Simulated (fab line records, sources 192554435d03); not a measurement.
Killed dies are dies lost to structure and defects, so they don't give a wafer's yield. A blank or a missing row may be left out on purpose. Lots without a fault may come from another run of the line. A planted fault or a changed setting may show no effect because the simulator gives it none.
Chamber matching | flow n5_finfet | N5_MOL_CONTACT_COAG_ETCH_89 on rie_diel-04: 4 sister chambers
The step etches underlayer in N2/H2, target depth 13 nm, time 10.4 s. 8 wafers are shown with their chamber, then 7 later ones without.

WAFERS WITH THEIR CHAMBER
wafer  | chamber | drypump_motor_current_A (A) | showerhead_plenum_p_Torr (Torr)
L556.2 | 3       | 6.2                         | 2.51
L556.5 | 2       | 5.1                         | 2.50
L556.6 | 3       | 6.2                         | 2.51
L559.3 | 0       | 5.0                         | 2.53
L559.5 | 1       | 6.0                         | 2.63
L559.6 | 0       | 4.9                         | 2.53
L566.2 | 1       | 6.0                         | 2.62
L566.3 | 2       | 5.0                         | 2.50

WAFERS WITHOUT THEIR CHAMBER
wafer  | drypump_motor_current_A (A) | showerhead_plenum_p_Torr (Torr)
L566.6 | 5.1                         | 2.50
L572.3 | 6.1                         | 2.49
L572.4 | 5.0                         | 2.49
L572.6 | 6.2                         | 2.49
L573.2 | 6.2                         | 2.49
L573.3 | 5.0                         | 2.52
L573.6 | 6.2                         | 2.49

WHICH CHAMBER EACH WENT THROUGH
wafer  | from the rows above | in truth
L566.6 | 2                   | 2
L572.3 | 3                   | 3
L572.4 | 2                   | 2
L572.6 | 3                   | 3
L573.2 | 3                   | 3
L573.3 | 0                   | 0
L573.6 | 3                   | 3
Placed correctly: 7 of 7. Can't be placed from these rows: 0. Placed wrongly: 0.
How it was worked out, from the rows above alone: a wafer's distance from a chamber is the root of the sum, over the readings, of the square of ((its reading less the chamber's mean) divided by the reading's scatter). The wafer belongs to the nearest chamber; if the next one is less than 2 further off, it can't be placed. A chamber's mean is the mean of its shown wafers. The scatter: the root of (the sum of the squares of (reading less its chamber's mean) over the shown wafers, divided by (wafers less chambers)).
